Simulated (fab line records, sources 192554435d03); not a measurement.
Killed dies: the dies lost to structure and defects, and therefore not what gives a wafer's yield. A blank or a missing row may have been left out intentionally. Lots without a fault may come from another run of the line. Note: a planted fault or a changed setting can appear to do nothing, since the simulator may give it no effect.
fab line records	flow n5_finfet
record: lots: 11	wafers: 31	last_day: 19
route steps=1938 shown HKMG_FIN@438 PASSIVATION@1936
lots untouched by any fault: they come from a run of this same line in which no faults occurred
start_h: hours from the record's opening day to when the first of the lot's shown wafers began	wait_h: time in hours since the lot's previous step	" identical to the entry in the row above	L1.1+2: a single row standing in for several wafers	- either no value or no given start	* or withheld: withheld	< > ~ a bound
route shown NAME@n: a module of which the file shows steps, and the number in the route of the first	usual: mean and standard deviation over wafers with no fault	same: alike in all rows	chamber/n: place in a boat	sites: each site's reading	_std_site: the standard deviation of these	_edge_site: mean of outer sites minus mean of inner sites	radius_mm: for every site, how far away it sits from the centre of the wafer	mask NAME#n: copy n	behind: tool/chamber where the wafer was last shaped	hold: reason for holding the lot/hours on hold/outcome of the hold	device: names the non-switching transistor (n, p or np)	end of line: tests of these same wafers at the route's end	a step without rows: its recipe alone	killed: dies that structure and defects cost at the first sort, which is not the same as the wafer's yield	map: a wafer's dies, x killed, . not, _ none there
set.NAME: the setting as run; set.NAME@STEP: as run at that earlier step	model.NAME: the simulator's own value behind a step, which no gauge read
the route's steps for a sample of lots (tables are steps, rows are wafers)
services: the hour from which a tool's chamber was out of use, counted from the record's first day as start_h (under 0 if before that day), plus the number of hours and why
== steps ==
step: N5_HKMG_FIN_ETCH_35
recipe: chemistry: N2/H2	target: SOC	target_depth_a: 2158	ion_energy_ev: 65	bias_w: 5	source_w: 3000	time_s: 243.4	pressure_mtorr: 30	n2_flow_sccm: 200	h2_flow_sccm: 200
usual: bias_w: 5.000/0.015	drypump_motor_current_A: 5.8/0.41	oes_product_au: 0.77/0.1	rf_vpp_V: 141.7/1.1	showerhead_plenum_p_Torr: 2.56/0.092	throttle_valve_pct: 17.86/0.23
lot.wafer	tool	chamber	start_h	wait_h	bias_w	drypump_motor_current_A	oes_product_au	rf_hours_counter_h	rf_vpp_V	showerhead_plenum_p_Torr	throttle_valve_pct
L118.1	rie_diel-03	2	78.66	0.0	5.019	5.2	0.71	204	141.8	2.51	17.96
L118.3	"	0	"	"	4.986	6.2	0.73	156	142.9	2.65	17.97
L120.1	rie_diel-05	3	91.74	0.0	4.996	6.1	0.75	179	140.6	2.42	17.73
L120.2	"	2	"	"	5.013	6.1	0.77	147	143.3	2.65	17.96
L120.5	"	3	"	"	5.017	6.1	0.75	-	140.9	2.42	17.74
L121.1	rie_diel-03	0	95.28	0.0	5.022	6.2	0.71	164	142.3	2.64	17.97
L121.2	"	1	"	"	4.976	6.1	0.68	243	140.4	2.52	17.76
L121.5	"	0	"	"	5.014	6.2	0.71	-	143.1	2.64	17.96
L122.1	rie_diel-05	3	102.87	0.0	5.010	6.1	0.74	184	141.0	2.42	17.74
L122.3	"	2	"	"	4.999	6.1	0.74	153	143.4	2.65	17.98
L122.6	"	2	"	"	5.017	6.1	0.74	-	142.3	2.65	17.96
L127.1	rie_diel-03	0	129.89	0.0	4.982	6.2	0.70	180	141.4	2.64	18.00
L127.4	"	2	"	"	4.983	5.2	0.70	-	140.4	2.50	17.99
L127.6	"	0	"	"	5.005	6.2	0.70	-	140.2	2.64	17.98
L134.1	rie_diel-03	0	172.15	0.0	5.005	6.2	0.69	202	141.5	2.63	18.02
L134.2	"	2	"	"	5.001	5.2	0.68	250	140.4	2.49	18.03
L134.5	"	0	"	"	5.003	6.2	0.68	-	142.3	2.63	18.05
L135.2	rie_diel-01	3	178.10	0.0	4.981	5.7	0.92	9	140.2	2.72	18.08
L135.4	"	0	"	"	5.003	5.1	0.79	101	141.8	2.67	17.76
L136.1	rie_diel-01	2	186.29	0.0	5.005	5.5	0.87	46	141.4	2.59	17.68
L136.2	"	0	"	"	5.012	5.2	0.77	104	141.6	2.66	17.77
L136.6	"	3	"	"	5.010	5.7	0.92	-	143.3	2.72	18.09
L139.2	rie_diel-03	0	209.35	0.0	4.995	6.2	0.68	216	143.3	2.62	18.05
L139.3	"	1	"	"	4.989	6.1	1.01	0	140.0	2.50	17.29
L139.6	"	1	"	"	5.005	6.1	1.01	-	141.4	2.50	17.29
L140.2	rie_diel-03	3	210.29	0.0	5.029	5.1	0.70	198	140.7	2.41	18.02
L140.5	"	1	"	"	5.002	6.1	1.00	-	140.6	2.50	17.30
L140.6	"	0	"	"	4.984	6.2	0.69	-	141.6	2.62	18.06
L141.1	rie_diel-03	3	217.02	0.0	5.012	5.1	0.70	202	141.5	2.41	18.02
L141.3	"	1	"	"	5.010	6.1	0.98	5	140.2	2.50	17.30
L141.6	"	3	"	"	5.007	5.1	0.69	-	140.9	2.41	18.02
step: N5_HKMG_FIN_ETCH_86
recipe: chemistry: N2/H2	target: SOC	target_depth_a: 3932	stop_on: TiN	ion_energy_ev: 100	bias_w: 61	pressure_mtorr: 30	source_w: 850	n2_flow_sccm: 200	h2_flow_sccm: 200
usual: bias_w: 61.01/0.19	drypump_motor_current_A: 5.8/0.41	oes_product_au: 0.75/0.083	rf_vpp_V: 240.7/1.5	showerhead_plenum_p_Torr: 2.53/0.1	throttle_valve_pct: 17.84/0.19
lot.wafer	tool	chamber	start_h	wait_h	bias_w	drypump_motor_current_A	oes_product_au	rf_hours_counter_h	rf_vpp_V	showerhead_plenum_p_Torr	throttle_valve_pct
L118.1	rie_diel-01	3	79.71	-	60.73	5.7	0.70	227	239.4	2.41	18.43
L118.3	"	3	"	"	60.69	5.7	0.70	-	240.0	2.41	18.43
L120.1	rie_diel-05	2	92.76	-	61.01	6.1	0.75	147	243.4	2.65	17.93
L120.2	"	0	"	"	60.87	6.1	0.70	215	239.5	2.41	17.75
L120.5	"	0	"	"	60.80	6.1	0.70	-	237.9	2.41	17.74
L121.1	rie_diel-05	1	96.32	-	60.96	5.5	0.69	206	239.6	2.50	17.85
L121.2	"	2	"	"	61.39	6.1	0.75	149	242.0	2.65	17.94
L121.5	"	2	"	"	61.42	6.1	0.75	-	242.5	2.65	17.93
L122.1	rie_diel-05	3	103.89	-	61.11	6.1	0.73	185	239.1	2.42	17.70
L122.3	"	1	"	"	60.92	5.5	0.69	209	241.2	2.50	17.86
L122.6	"	2	"	"	61.10	6.1	0.74	-	241.4	2.65	17.94
L127.1	rie_diel-03	1	131.00	-	60.78	6.1	0.68	260	239.4	2.52	17.75
L127.4	"	0	"	"	60.95	6.2	0.71	-	241.8	2.64	17.97
L127.6	"	1	"	"	60.67	6.1	0.69	-	240.5	2.52	17.76
L134.1	rie_diel-05	0	173.17	-	60.89	6.1	0.69	235	239.8	2.40	17.79
L134.2	"	1	"	"	60.80	5.5	0.68	227	241.5	2.49	17.88
L134.5	"	2	"	"	60.88	6.1	0.74	-	242.5	2.64	17.97
L135.2	rie_diel-01	1	179.12	-	61.20	6.1	0.87	39	241.1	2.59	17.59
L135.4	"	2	"	"	60.48	5.5	0.88	43	241.8	2.59	17.63
L136.1	rie_diel-05	1	187.30	-	61.15	5.5	0.68	232	240.7	2.49	17.89
L136.2	"	2	"	"	61.11	6.1	0.73	175	241.5	2.64	18.00
L136.6	"	0	"	"	61.05	6.1	0.69	-	239.1	2.40	17.78
L139.2	rie_diel-05	0	210.49	-	60.89	6.1	0.68	247	239.3	2.39	17.82
L139.3	"	2	"	"	61.43	6.1	0.73	183	240.7	2.63	18.00
L139.6	"	1	"	"	60.94	5.5	0.67	-	239.5	2.49	17.90
L140.2	rie_diel-03	3	211.31	-	60.81	5.1	0.71	199	239.4	2.41	17.99
L140.5	"	3	"	"	60.94	5.1	0.71	-	238.0	2.41	17.99
L140.6	"	1	"	"	60.92	6.1	0.99	-	240.1	2.50	17.28
L141.1	rie_diel-01	0	218.04	-	61.14	5.2	0.78	114	242.4	2.66	17.75
L141.3	"	2	"	"	60.68	5.5	0.86	56	240.9	2.59	17.66
L141.6	"	3	"	"	61.02	5.7	0.89	-	242.4	2.71	18.08
step: N5_HKMG_FIN_NWFM_ALD_20
recipe: material: TiAlC	target_thk_a: 20	temp_c: 300	ald_precursor_family: TiCl4	ald_co_reactant: TEA	pulse_time_s: 3	purge_time_s: 2	co_reactant_purge_time_s: 2	co_reactant_pulse_time_s: 10	ald_cycles: 7	pressure_torr: 3
usual: ald_cycles: 7/0	heater_power_w: 489/51	precursor_pulse_height_rel: 0.997/0.023
same: pulse_time_s: 3
lot.wafer	tool	chamber	start_h	wait_h	ald_cycles	heater_power_w	precursor_pulse_height_rel
L118.1	ald_metal-04	0	80.41	0.3	7	485	0.996
L118.3	"	1	"	"	7	541	1.008
L120.1	ald_metal-02	0	93.40	0.3	7	426	1.017
L120.2	"	3	"	"	7	449	1.043
L120.5	"	0	"	"	7	419	1.034
L121.1	ald_metal-02	1	96.96	0.3	7	426	1.025
L121.2	"	0	"	"	7	415	1.023
L121.5	"	2	"	"	7	393	0.979
L122.1	ald_metal-04	1	104.52	0.3	7	535	0.987
L122.3	"	2	"	"	7	532	1.021
L122.6	"	0	"	"	7	472	0.984
L127.1	ald_metal-03	0	131.64	0.3	7	441	1.007
L127.4	"	2	"	"	2	490	0.958
L127.6	"	2	"	"	2	483	0.987
L134.1	ald_metal-02	2	173.80	0.3	7	411	1.003
L134.2	"	0	"	"	7	425	1.019
L134.5	"	3	"	"	7	444	0.986
L135.2	ald_metal-04	1	179.85	0.4	7	552	0.977
L135.4	"	2	"	"	7	520	0.941
L136.1	ald_metal-04	3	187.94	0.3	7	527	1.005
L136.2	"	0	"	"	7	486	0.973
L136.6	"	0	"	"	7	488	1.023
L139.2	ald_metal-04	1	211.14	0.3	7	545	1.007
L139.3	"	3	"	"	7	537	0.984
L139.6	"	2	"	"	7	533	0.991
L140.2	ald_metal-03	2	211.95	0.3	7	488	1.021
L140.5	"	2	"	"	7	495	1.005
L140.6	"	3	"	"	7	561	1.051
L141.1	ald_metal-02	1	218.68	0.3	7	436	0.959
L141.3	"	2	"	"	7	401	1.017
L141.6	"	2	"	"	7	411	1.012
step: N5_HKMG_FIN_ALD_71
recipe: material: TiN	target_thk_a: 10	temp_c: 400	ald_precursor_family: TiCl4	ald_co_reactant: NH3	pulse_time_s: 1	purge_time_s: 3	co_reactant_purge_time_s: 2	co_reactant_pulse_time_s: 2	ald_cycles: 47	pressure_torr: 3
usual: ald_cycles: 47/0	heater_power_w: 875/91	precursor_pulse_height_rel: 1.003/0.022
same: pulse_time_s: 1
lot.wafer	tool	chamber	start_h	wait_h	ald_cycles	heater_power_w	precursor_pulse_height_rel
L118.1	ald_metal-04	0	80.51	0.0	47	844	1.019
L118.3	"	1	"	"	47	972	1.005
L120.1	ald_metal-02	0	93.50	0.0	47	753	1.014
L120.2	"	3	"	"	47	800	0.959
L120.5	"	0	"	"	47	752	0.979
L121.1	ald_metal-02	1	97.06	0.0	47	781	0.975
L121.2	"	0	"	"	47	751	1.023
L121.5	"	2	"	"	47	730	1.016
L122.1	ald_metal-04	1	104.62	0.0	47	960	0.984
L122.3	"	2	"	"	47	916	0.999
L122.6	"	0	"	"	47	876	1.024
L127.1	ald_metal-03	0	131.73	0.0	47	792	1.002
L127.4	"	2	"	"	47	857	0.971
L127.6	"	2	"	"	47	887	1.016
L134.1	ald_metal-02	2	173.90	0.0	47	744	0.992
L134.2	"	0	"	"	47	735	1.026
L134.5	"	3	"	"	47	786	1.014
L135.2	ald_metal-04	1	179.95	0.0	47	978	0.986
L135.4	"	2	"	"	47	951	0.960
L136.1	ald_metal-04	3	188.04	0.0	47	937	0.979
L136.2	"	0	"	"	47	859	1.012
L136.6	"	0	"	"	47	872	1.047
L139.2	ald_metal-04	1	211.24	0.0	47	972	1.022
L139.3	"	3	"	"	47	948	0.967
L139.6	"	2	"	"	47	930	1.008
L140.2	ald_metal-03	2	212.05	0.0	47	866	1.007
L140.5	"	2	"	"	47	872	1.007
L140.6	"	3	"	"	47	1017	1.002
L141.1	ald_metal-02	1	218.78	0.0	47	781	0.992
L141.3	"	2	"	"	47	727	0.998
L141.6	"	2	"	"	47	735	1.020
step: N5_PASSIVATION_PROBE_49
usual: killed_at_M0_to_M3: 33/9.9	killed_at_M4_up: 14/6.4	killed_at_contacts: 12/7	killed_at_front_end: 41/13	killed_at_other: 3.1/2.9	killed_dies: 103/20	killed_open: 67/14	killed_short: 34/9.4
same: gross_dies: 1180	killed_at_back_side: 0
lot.wafer	tool	chamber	start_h	wait_h	killed_at_M0_to_M3	killed_at_M4_up	killed_at_contacts	killed_at_front_end	killed_at_other	killed_dies	killed_open	killed_short
L118.1	prober-02	-	265.56	0.0	29	15	11	37	2	94	66	27
L118.3	prober-02	-	265.66	0.1	31	16	34	29	0	110	72	37
L120.1	prober-01	-	277.56	0.0	22	17	14	48	0	101	64	33
L120.2	prober-01	-	277.61	0.1	25	12	9	56	0	102	67	35
L120.5	prober-01	-	277.76	0.2	26	9	17	62	1	115	65	49
L121.1	prober-02	-	279.17	0.0	28	11	12	32	3	86	62	23
L121.2	prober-02	-	279.22	0.1	48	14	2	51	4	119	78	41
L121.5	prober-02	-	279.37	0.2	27	9	12	35	2	85	59	23
L122.1	prober-01	-	291.30	0.0	45	8	18	40	1	112	64	47
L122.3	prober-01	-	291.40	0.1	43	13	7	29	1	93	56	36
L122.6	prober-01	-	291.55	0.3	35	16	11	28	0	90	56	34
L127.1	prober-01	-	319.02	0.0	30	15	9	51	1	106	75	29
L127.4	prober-01	-	319.17	0.2	32	13	3	42	3	93	62	31
L127.6	prober-01	-	319.27	0.3	14	16	5	48	2	85	55	30
L135.2	prober-02	-	378.25	0.1	34	14	16	34	2	100	70	28
L135.4	prober-02	-	378.35	0.2	34	16	7	44	10	111	69	38
L134.1	prober-02	-	395.11	0.0	32	10	14	34	0	90	44	42
L134.2	prober-02	-	395.16	0.1	27	4	16	39	5	91	47	38
L134.5	prober-02	-	395.31	0.2	19	9	29	51	0	108	64	43
L136.1	prober-01	-	402.45	0.0	34	6	12	24	3	79	51	28
L136.2	prober-01	-	402.50	0.1	19	9	6	15	8	57	29	25
L136.6	prober-01	-	402.70	0.3	28	9	19	24	1	81	59	20
L140.2	prober-01	-	437.73	0.1	21	13	7	53	0	94	68	26
L140.5	prober-01	-	437.88	0.2	37	8	11	60	4	120	85	34
L140.6	prober-01	-	437.93	0.3	64	15	12	57	2	150	97	50
L141.1	prober-02	-	461.80	0.0	34	22	5	40	5	106	68	32
L141.3	prober-02	-	461.90	0.1	20	22	4	53	7	106	80	23
L141.6	prober-02	-	462.05	0.3	40	21	8	33	7	109	74	31
L139.2	prober-01	-	467.45	0.1	25	24	6	73	1	129	89	40
L139.3	prober-01	-	467.50	0.1	36	29	7	42	0	114	92	21
L139.6	prober-01	-	467.65	0.3	43	19	5	53	0	120	92	28
killed by level:class
L118.1 FIN_SAQP:geometric_particle:open=16 BEOL_M3:geometric_particle:open=9 MOL_CONTACT_COAG:geometric_particle:open=8 BEOL_M2:geometric_particle:open=6 BEOL_M4:geometric_particle:open=6 FIN_SAQP:geometric_particle:short=5 BEOL_M0_SAQP:geometric_particle:open=5 STI_FIN_REVEAL:geometric_particle:open=3
L118.3 MOL_CONTACT_COAG:geometric_particle:open=20 MOL_CONTACT_COAG:geometric_particle:short=14 BEOL_M3:geometric_particle:open=11 STI_FIN_REVEAL:geometric_particle:open=6 BEOL_M2:geometric_particle:open=6 FIN_SAQP:geometric_particle:open=5 BEOL_M4:geometric_particle:open=5 GATE_CUT:geometric_particle:short=4
L120.1 FIN_SAQP:geometric_particle:open=11 MOL_CONTACT_COAG:geometric_particle:open=11 GATE_CUT:geometric_particle:short=9 FIN_SAQP:geometric_particle:short=8 BEOL_M0_SAQP:geometric_particle:open=8 BEOL_M4:geometric_particle:open=7 GATE_CUT:geometric_particle:open=5 BEOL_M0_SAQP:geometric_particle:short=4
L120.2 FIN_SAQP:geometric_particle:short=13 FIN_SAQP:geometric_particle:open=11 STI_FIN_REVEAL:geometric_particle:open=8 MOL_CONTACT_COAG:geometric_particle:open=8 BEOL_M2:geometric_particle:open=8 BEOL_M4:geometric_particle:open=6 BEOL_M3:geometric_particle:open=5 DUMMY_GATE:geometric_particle:open=4
L120.5 FIN_SAQP:geometric_particle:short=18 MOL_CONTACT_COAG:geometric_particle:open=13 FIN_SAQP:geometric_particle:open=9 BEOL_M3:geometric_particle:open=9 GATE_CUT:geometric_particle:short=8 BEOL_M2:geometric_particle:open=5 STARTING-WAFER:geometric_particle:short=5 MOL_CONTACT_COAG:geometric_particle:short=4
L121.1 MOL_CONTACT_COAG:geometric_particle:open=11 GATE_CUT:geometric_particle:short=8 STI_FIN_REVEAL:geometric_particle:open=6 BEOL_M2:geometric_particle:open=6 GATE_CUT:geometric_particle:open=5 BEOL_M0_SAQP:geometric_particle:short=5 BEOL_M0_SAQP:geometric_particle:open=5 FIN_SAQP:geometric_particle:open=4
L121.2 STI_FIN_REVEAL:geometric_particle:open=23 BEOL_M0_SAQP:geometric_particle:open=15 BEOL_M0_SAQP:geometric_particle:short=11 STI_FIN_REVEAL:geometric_particle:short=7 BEOL_M1:geometric_particle:open=6 BEOL_M4:geometric_particle:open=6 GATE_CUT:geometric_particle:short=5 FIN_SAQP:geometric_particle:short=4
L121.5 STI_FIN_REVEAL:geometric_particle:open=17 MOL_CONTACT_COAG:geometric_particle:open=8 BEOL_M0_SAQP:geometric_particle:open=7 BEOL_M0_SAQP:geometric_particle:short=5 GATE_CUT:geometric_particle:short=4 MOL_CONTACT_COAG:geometric_particle:short=4 BEOL_M1:geometric_particle:open=4 FIN_SAQP:geometric_particle:open=3
L122.1 MOL_CONTACT_COAG:geometric_particle:open=14 BEOL_M0_SAQP:geometric_particle:short=14 BEOL_M3:geometric_particle:open=10 FIN_SAQP:geometric_particle:short=8 STI_FIN_REVEAL:geometric_particle:open=8 BEOL_M0_SAQP:geometric_particle:open=6 BEOL_M2:geometric_particle:short=6 DUMMY_GATE:geometric_particle:open=5
L122.3 BEOL_M0_SAQP:geometric_particle:short=14 BEOL_M0_SAQP:geometric_particle:open=11 MOL_CONTACT_COAG:geometric_particle:open=6 DUMMY_GATE:geometric_particle:open=4 BEOL_M0:geometric_particle:open=4 BEOL_M1:geometric_particle:open=4 BEOL_M1:geometric_particle:short=4 BEOL_M3:geometric_particle:open=4
L122.6 STI_FIN_REVEAL:geometric_particle:open=7 MOL_CONTACT_COAG:geometric_particle:open=6 BEOL_M0_SAQP:geometric_particle:open=6 BEOL_M1:geometric_particle:short=6 STARTING-WAFER:geometric_particle:open=6 MOL_CONTACT_COAG:geometric_particle:short=5 BEOL_M2:geometric_particle:open=5 FIN_SAQP:geometric_particle:short=4
L127.1 FIN_SAQP:geometric_particle:short=16 FIN_SAQP:geometric_particle:open=15 BEOL_M1:geometric_particle:open=11 MOL_CONTACT_COAG:geometric_particle:open=7 DUMMY_GATE:geometric_particle:open=4 STARTING-WAFER:geometric_particle:open=4 BEOL_M0_SAQP:geometric_particle:open=4 BEOL_M0:geometric_particle:open=4
L127.4 FIN_SAQP:geometric_particle:open=16 FIN_SAQP:geometric_particle:short=12 BEOL_M2:geometric_particle:open=7 BEOL_M3:geometric_particle:open=7 BEOL_M0_SAQP:geometric_particle:open=6 BEOL_M4:geometric_particle:open=4 GATE_CUT:geometric_particle:short=3 MOL_CONTACT_COAG:geometric_particle:open=3
L127.6 FIN_SAQP:geometric_particle:open=14 FIN_SAQP:geometric_particle:short=10 STI_FIN_REVEAL:geometric_particle:open=6 BEOL_M4:geometric_particle:open=6 BEOL_M5:geometric_particle:open=5 GATE_CUT:geometric_particle:open=4 GATE_CUT:geometric_particle:short=4 MOL_CONTACT_COAG:geometric_particle:open=4
L135.2 MOL_CONTACT_COAG:geometric_particle:open=14 BEOL_M3:geometric_particle:open=9 STI_FIN_REVEAL:geometric_particle:open=9 BEOL_M0_SAQP:geometric_particle:short=7 BEOL_M0_SAQP:geometric_particle:open=6 BEOL_M4:geometric_particle:open=6 FIN_SAQP:geometric_particle:open=5 FIN_SAQP:geometric_particle:short=4
L135.4 FIN_SAQP:geometric_particle:short=15 BEOL_M0_SAQP:geometric_particle:open=10 FIN_SAQP:geometric_particle:open=7 STI_FIN_REVEAL:geometric_particle:open=7 MOL_CONTACT_COAG:geometric_particle:open=7 BEOL_M0_SAQP:geometric_particle:short=7 BEOL_M4:geometric_particle:open=7 BEOL_M3:geometric_particle:open=6
L134.1 BEOL_M0_SAQP:geometric_particle:short=13 FIN_SAQP:geometric_particle:short=12 MOL_CONTACT_COAG:geometric_particle:open=11 BEOL_M2:geometric_particle:open=8 GATE_CUT:geometric_particle:short=4 BEOL_M0_SAQP:geometric_particle:open=4 FIN_SAQP:geometric_particle:open=3 MOL_CONTACT_COAG:geometric_particle:short=3
L134.2 FIN_SAQP:geometric_particle:short=11 FIN_SAQP:geometric_particle:open=9 MOL_CONTACT_COAG:geometric_particle:open=9 BEOL_M3:geometric_particle:open=8 GATE_CUT:geometric_particle:short=7 MOL_CONTACT_COAG:geometric_particle:short=7 BEOL_M1:geometric_particle:open=5 GATE_CUT:geometric_particle:open=4
L134.5 MOL_CONTACT_COAG:geometric_particle:open=24 FIN_SAQP:geometric_particle:short=16 FIN_SAQP:geometric_particle:open=13 BEOL_M0_SAQP:geometric_particle:open=6 GATE_CUT:geometric_particle:short=5 MOL_CONTACT_COAG:geometric_particle:short=5 STI_FIN_REVEAL:geometric_particle:open=4 BEOL_M0_SAQP:geometric_particle:short=4
L136.1 MOL_CONTACT_COAG:geometric_particle:open=9 GATE_CUT:geometric_particle:short=6 BEOL_M0_SAQP:geometric_particle:open=6 BEOL_M3:geometric_particle:open=6 BEOL_M0_SAQP:geometric_particle:short=5 DUMMY_GATE:geometric_particle:open=4 GATE_CUT:geometric_particle:open=4 BEOL_M0:geometric_particle:open=4
L136.2 MIM_TOP_ETCH:geometric_particle:short=6 FIN_SAQP:geometric_particle:short=5 MOL_CONTACT_COAG:geometric_particle:open=5 BEOL_M0_SAQP:geometric_particle:short=5 BEOL_M2:geometric_particle:open=4 FIN_SAQP:geometric_particle:open=3 BEOL_M3:geometric_particle:open=3 FIN_CUT:geometric_particle:open=2
L136.6 MOL_CONTACT_COAG:geometric_particle:open=17 BEOL_M3:geometric_particle:open=7 BEOL_M0_SAQP:geometric_particle:short=5 DUMMY_GATE:geometric_particle:open=4 GATE_CUT:geometric_particle:short=4 BEOL_M0_SAQP:geometric_particle:open=4 BEOL_M2:geometric_particle:open=4 BEOL_M0:geometric_particle:open=3
L140.2 STI_FIN_REVEAL:geometric_particle:open=10 FIN_SAQP:geometric_particle:short=9 FIN_SAQP:geometric_particle:open=9 MOL_CONTACT_COAG:geometric_particle:open=7 BEOL_M0_SAQP:geometric_particle:open=7 DUMMY_GATE:geometric_particle:open=6 BEOL_M0_SAQP:geometric_particle:short=4 STARTING-WAFER:geometric_particle:short=3
L140.5 STI_FIN_REVEAL:geometric_particle:open=27 BEOL_M0_SAQP:geometric_particle:short=15 MOL_CONTACT_COAG:geometric_particle:open=10 STARTING-WAFER:geometric_particle:open=8 BEOL_M0_SAQP:geometric_particle:open=7 FIN_SAQP:geometric_particle:short=6 BEOL_M0:geometric_particle:open=6 FIN_SAQP:geometric_particle:open=5
L140.6 BEOL_M0_SAQP:geometric_particle:short=23 BEOL_M0_SAQP:geometric_particle:open=20 STI_FIN_REVEAL:geometric_particle:open=17 FIN_SAQP:geometric_particle:open=14 BEOL_M2:geometric_particle:open=11 MOL_CONTACT_COAG:geometric_particle:open=10 FIN_SAQP:geometric_particle:short=8 BEOL_M5:geometric_particle:open=6
L141.1 BEOL_M3:geometric_particle:open=11 BEOL_M4:geometric_particle:open=11 STI_FIN_REVEAL:geometric_particle:open=8 BEOL_M0_SAQP:geometric_particle:short=7 BEOL_M0_SAQP:geometric_particle:open=7 FIN_SAQP:geometric_particle:short=5 HKMG_FIN:area_etch=5 FIN_SAQP:geometric_particle:open=4
L141.3 FIN_SAQP:geometric_particle:open=24 STI_FIN_REVEAL:geometric_particle:open=12 BEOL_M4:geometric_particle:open=7 FIN_SAQP:geometric_particle:short=6 BEOL_M0_SAQP:geometric_particle:open=6 BEOL_M2:geometric_particle:open=6 GATE_CUT:geometric_particle:short=4 MOL_CONTACT_COAG:geometric_particle:open=4
L141.6 BEOL_M0_SAQP:geometric_particle:open=16 STI_FIN_REVEAL:geometric_particle:open=10 BEOL_M4:geometric_particle:open=9 FIN_SAQP:geometric_particle:open=6 BEOL_M1:geometric_particle:open=6 MOL_CONTACT_COAG:geometric_particle:open=6 BEOL_M2:geometric_particle:open=5 BEOL_M3:geometric_particle:open=5
L139.2 STI_FIN_REVEAL:geometric_particle:open=42 BEOL_M4:geometric_particle:open=12 STI_FIN_REVEAL:geometric_particle:short=7 GATE_CUT:geometric_particle:short=7 MOL_CONTACT_COAG:geometric_particle:open=6 BEOL_M1:geometric_particle:open=6 BEOL_M4:geometric_particle:short=6 BEOL_M5:geometric_particle:open=6
L139.3 STI_FIN_REVEAL:geometric_particle:open=24 BEOL_M3:geometric_particle:open=10 BEOL_M4:geometric_particle:open=10 BEOL_M5:geometric_particle:open=9 BEOL_M1:geometric_particle:open=7 MOL_CONTACT_COAG:geometric_particle:open=5 BEOL_M3:geometric_particle:short=5 BEOL_M6:geometric_particle:open=5
L139.6 STI_FIN_REVEAL:geometric_particle:open=31 BEOL_M0_SAQP:geometric_particle:open=14 BEOL_M4:geometric_particle:open=11 BEOL_M3:geometric_particle:open=10 BEOL_M0_SAQP:geometric_particle:short=8 STI_FIN_REVEAL:geometric_particle:short=4 BEOL_M3:geometric_particle:short=4 BEOL_M5:geometric_particle:open=4
== services ==
tool	chamber	start_h	hours	kind
rie_diel-01	1	59.08	2.7	repair
rie_diel-03	3	60.64	132.0	repair
ald_metal-03	-	62.36	0.3	repair
rie_diel-01	1	67.45	-	clean
rie_diel-01	1	67.45	-	consumable_replace:focus_ring
rie_diel-01	1	67.45	16.1	scheduled_down
rie_diel-01	1	67.45	16.1	vent_cycle
rie_diel-01	2	79.65	27.8	repair
ald_metal-04	3	97.93	23.7	repair
ald_metal-02	-	99.82	2.8	pm
rie_diel-05	0	175.21	1.2	repair
ald_metal-02	0	175.38	3.0	repair
rie_diel-03	1	192.64	-	clean
rie_diel-03	1	192.64	-	consumable_replace:focus_ring
rie_diel-03	1	192.64	15.9	scheduled_down
rie_diel-03	1	192.64	15.9	vent_cycle
rie_diel-03	2	208.58	-	clean
rie_diel-03	2	208.58	-	consumable_replace:focus_ring
rie_diel-03	2	208.58	19.2	scheduled_down
rie_diel-03	2	208.58	19.2	vent_cycle
rie_diel-01	-	216.73	1.2	repair
rie_diel-05	0	218.65	-	clean
rie_diel-05	0	218.65	-	consumable_replace:focus_ring
rie_diel-05	0	218.65	-	consumable_replace:showerhead
== key ==
first_sign: step: N5_HKMG_FIN_NWFM_ALD_20	reading: ald_cycles	direction: down	sigmas: 99+	usual: *	struck: *
effect none on later readings
met_at N5_HKMG_FIN_NWFM_ALD_20
struck_lots L127
struck_wafers L127.4,L127.6
tester_left_out L127
not_acting_at N5_HKMG_FIN_ETCH_35,N5_HKMG_FIN_ETCH_86,N5_HKMG_FIN_ALD_71
fault: kind: process_parameter_drift	tool: ald_metal-03	chamber: 2	onset_h: 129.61	steps: N5_HKMG_FIN_NWFM_ALD_20	channel: ald_cycles	offset: *	shape: step	end_h: 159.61	acts_in: *	stated: *
tester_left_out: of these lots the tester's yield and bins aren't shown, on N5 and GAA mostly nor the transistor test; their killed dies are dies lost to structure and defects alone, not to doping, threshold or leakage, so they don't give the yield
